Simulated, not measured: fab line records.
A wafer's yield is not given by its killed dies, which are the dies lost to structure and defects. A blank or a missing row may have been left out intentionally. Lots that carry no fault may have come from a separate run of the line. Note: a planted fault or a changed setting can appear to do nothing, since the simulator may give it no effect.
Matching of chambers	flow n5Finfet	3 sister chambers for N5_BEOL_M3_CO_CAP_55 on cvdCo-02
The step material Co, precursor CCTBA/H2, target thk 2 nm, time 102.1 s. 6 wafers are shown with their chamber, then 12 later ones without.

## EACH WAFER AND ITS CHAMBER
wafer	chamber	heaterPowerW (W)
L088.1	1	285
L088.2	2	236
L088.3	0	254
L089.1	0	256
L089.3	2	233
L089.6	1	289

## WAFERS WITH NO CHAMBER GIVEN
wafer	heaterPowerW (W)
L090.2	228
L090.3	257
L090.6	263
L092.1	280
L092.3	249
L092.6	261
L095.1	298
L095.2	258
L095.5	288
L097.1	235
L097.2	263
L097.5	283

## WHICH CHAMBER EACH WENT THROUGH
wafer	from the rows above	in truth
L090.2	2	2
L090.3	0	0
L090.6	0	0
L092.1	1	1
L092.3	0	0
L092.6	0	0
L095.1	1	1
L095.2	0	0
L095.5	1	1
L097.1	2	2
L097.2	0	0
L097.5	1	1
12 of 12 placed correctly. Not placeable from these rows: 0. Placed wrongly: 0.
How it was worked out, from the rows above alone: a wafer's distance from a chamber is the root of the sum, over the readings, of the square of ((its reading less the chamber's mean) divided by the reading's scatter). The wafer belongs to the nearest chamber; if the next one is less than 2 further off, it can't be placed. For every chamber, the mean is computed from those of its wafers that are shown. The scatter: take each reading less its chamber's mean, square it, sum over the shown wafers, divide by the number of wafers less the number of chambers, and take the root.
